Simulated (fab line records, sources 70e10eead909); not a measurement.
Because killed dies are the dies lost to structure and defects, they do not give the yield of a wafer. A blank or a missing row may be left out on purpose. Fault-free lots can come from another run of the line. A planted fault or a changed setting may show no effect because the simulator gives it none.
Which tool is to blame? | flow nandHarc | 33 wafers from 11 lots sampled at 4 of the route's 1302 steps

WHAT THE GAUGES SHOWED, per wafer
NHARC_P_ZERO_WELL_CD_MEAS_24: the cd target is 720 nm.
lot  | measured     | on       | cdNm (nm)
L988 | day 2 18:40  | cdSem-01 | 722.4 720.4 715.9
L989 | day 3 04:28  | cdSem-03 | 720.6 717.4 723.5
L991 | day 4 00:35  | cdSem-02 | 719.3 715.8 720.0
L992 | day 4 10:21  | cdSem-02 | 720.7 720.1 718.9
L993 | day 4 20:35  | cdSem-01 | 698.5 698.2 698.4
L102 | day 8 14:38  | cdSem-03 | 719.9 719.6 720.9
L104 | day 9 10:40  | cdSem-02 | 716.9 717.9 718.3
L105 | day 9 21:03  | cdSem-03 | 723.4 720.4 720.7
L107 | day 10 16:36 | cdSem-03 | 718.7 718.4 718.2
L108 | day 11 02:43 | cdSem-03 | 717.9 719.3 720.6
L109 | day 11 12:31 | cdSem-01 | 717.1 721.8 718.9

EACH LOT AND THE TOOL THAT RAN IT (in order: tool; ch and the chambers of the sampled wafers; start)
lot  | NHARC_P_ZERO_WELL_ETCH_65         | NHARC_P_ZERO_WELL_ETCH_62                    | NHARC_P_ZERO_WELL_EXPOSE_21
L988 | rieDiel-11 ch 0,2,3, day 2 17:32  | rieDiel-11 ch 2,3, day 2 18:30 or earlier    | krfScanner-01 ch 0, day 2 18:30
L989 | rieDiel-05 ch 1,2,3, day 3 03:31  | rieDiel-05 ch 0,3, day 3 04:19 or earlier    | krfScanner-01 ch 0, day 3 04:19
L991 | rieDiel-11 ch 0,1,2, day 3 23:31  | rieDiel-11 ch 1,3, day 4 00:26 or earlier    | krfScanner-01 ch 0, day 4 00:26
L992 | rieDiel-05 ch 1,2,3, day 4 09:22  | rieDiel-05 ch 0,1,2, day 4 10:12 or earlier  | krfScanner-01 ch 0, day 4 10:12
L993 | rieDiel-05 ch 1,2,3, day 4 19:31  | rieDiel-05 ch 0,1, day 4 20:26 or earlier    | krfScanner-02 ch 0, day 4 20:26
L102 | rieDiel-11 ch 0,1,3, day 8 13:39  | rieDiel-11 ch 0,1,3, day 8 14:29 or earlier  | krfScanner-02 ch 0, day 8 14:29
L104 | rieDiel-04 ch 2,3, day 9 09:33    | rieDiel-04 ch 0,3, day 9 10:31 or earlier    | krfScanner-02 ch 0, day 9 10:31
L105 | rieDiel-05 ch 0,1,3, day 9 20:02  | rieDiel-05 ch 0,2,3, day 9 20:53 or earlier  | krfScanner-02 ch 0, day 9 20:53
L107 | rieDiel-04 ch 0,1,3, day 10 15:28 | rieDiel-04 ch 1,2,3, day 10 16:27 or earlier | krfScanner-02 ch 0, day 10 16:27
L108 | rieDiel-04 ch 1,2,3, day 11 01:33 | rieDiel-04 ch 0,2,3, day 11 02:33 or earlier | krfScanner-04 ch 0, day 11 02:33
L109 | rieDiel-11 ch 1,2,3, day 11 11:24 | rieDiel-11 ch 0,2, day 11 12:22 or earlier   | krfScanner-02 ch 0, day 11 12:22
- NHARC_P_ZERO_WELL_ETCH_65: etches the open film in N2/H2, target depth 80 nm, overetch 24 nm, time 87.88 s.
- NHARC_P_ZERO_WELL_ETCH_62: etches the open film in CHF3/Ar, target depth 13 nm, time 6.5 s.
- NHARC_P_ZERO_WELL_EXPOSE_21: exposes mask P NWELL, target cd 720 nm.

WHAT THE TOOLS THEMSELVES READ (means of the sampled wafers that have a number; where no wafer has one, the mark that the record gives instead)
NHARC_P_ZERO_WELL_ETCH_65.
lot  | tool       | drypumpMotorCurrentA (A) | oesProductAu (a.u.) | rfVppV (V) | showerheadPlenumPTorr (Torr) | throttleValvePct (%)
L988 | rieDiel-11 | 6.0                      | 1.004               | 428.8      | 1.96                         | 14.172
L989 | rieDiel-05 | 5.9                      | 0.999               | 428.7      | 1.97                         | 14.171
L991 | rieDiel-11 | 5.9                      | 1.004               | 430.1      | 2.04                         | 14.171
L992 | rieDiel-05 | 6.0                      | 1.010               | 428.5      | 1.97                         | 14.164
L993 | rieDiel-05 | 5.9                      | 0.996               | 428.7      | 1.97                         | 14.179
L102 | rieDiel-11 | 6.1                      | 1.003               | 429.4      | 2.02                         | 14.164
L104 | rieDiel-04 | 6.1                      | 0.992               | 430.9      | 2.06                         | 14.171
L105 | rieDiel-05 | 5.7                      | 1.010               | 430.1      | 2.01                         | 14.162
L107 | rieDiel-04 | 5.6                      | 1.001               | 432.0      | 2.07                         | 14.171
L108 | rieDiel-04 | 5.8                      | 1.001               | 432.1      | 2.11                         | 14.174
L109 | rieDiel-11 | 5.7                      | 1.008               | 429.6      | 1.98                         | 14.183

NHARC_P_ZERO_WELL_ETCH_62.
lot  | tool       | drypumpMotorCurrentA (A) | oesProductAu (a.u.) | rfVppV (V) | showerheadPlenumPTorr (Torr) | throttleValvePct (%)
L988 | rieDiel-11 | 5.6                      | 0.965               | 369.1      | 2.22                         | 20.219
L989 | rieDiel-05 | 5.1                      | 0.969               | 368.9      | 2.29                         | 20.224
L991 | rieDiel-11 | 5.8                      | 0.983               | 369.4      | 2.29                         | 20.223
L992 | rieDiel-05 | 6.1                      | 0.976               | 370.1      | 2.35                         | 20.221
L993 | rieDiel-05 | 6.3                      | 0.961               | 370.9      | 2.36                         | 20.218
L102 | rieDiel-11 | 6.0                      | 0.945               | 370.3      | 2.33                         | 20.214
L104 | rieDiel-04 | 5.5                      | 0.955               | 369.1      | 2.28                         | 20.219
L105 | rieDiel-05 | 5.6                      | 0.948               | 369.7      | 2.30                         | 20.229
L107 | rieDiel-04 | 5.8                      | 0.950               | 373.0      | 2.42                         | 20.222
L108 | rieDiel-04 | 5.7                      | 0.940               | 370.6      | 2.32                         | 20.216
L109 | rieDiel-11 | 6.1                      | 0.970               | 370.1      | 2.29                         | 20.210

THE ANSWER, worked out from the rows above alone
Rule: usual is defined by the lots themselves. Put in order of their means at a reading, lots are off if they are a third of the lots or fewer, leave a main group of 4 or more, and stand apart from it by a gap of 3 or more times the standard deviation of the main group's means; of several such gaps the widest counts. A main group whose means are all the same, to the digits that the tables above print for the reading, isn't used. A lot without any number at a reading at which 4 lots or more have one is off too. All remaining lots with rows at the step are treated as sound. Order of review: gauges by route order, followed by the tools' own readings, for which a lot's mean as printed above is used. The first step at which some lot is off is used, and at that step the reading that is off furthest; a lot without a number counts as furthest.
Off, at NHARC_P_ZERO_WELL_CD_MEAS_24 on cdNm: L993. Main group: mean 719.5 nm, sd 1.1.
If a tool, at a process step before that reading, ran all the lots that are off and no sound lot after the first of them, it fits. Gauges at NHARC_P_ZERO_WELL_CD_MEAS_24: tried the same way as those tools. NHARC_P_ZERO_WELL_ETCH_62 gives no start for some lots, so the hours and the order of its lots are those of NHARC_P_ZERO_WELL_EXPOSE_21. No candidate that was tried fits.

WHAT THE SIMULATOR HAD INSERTED
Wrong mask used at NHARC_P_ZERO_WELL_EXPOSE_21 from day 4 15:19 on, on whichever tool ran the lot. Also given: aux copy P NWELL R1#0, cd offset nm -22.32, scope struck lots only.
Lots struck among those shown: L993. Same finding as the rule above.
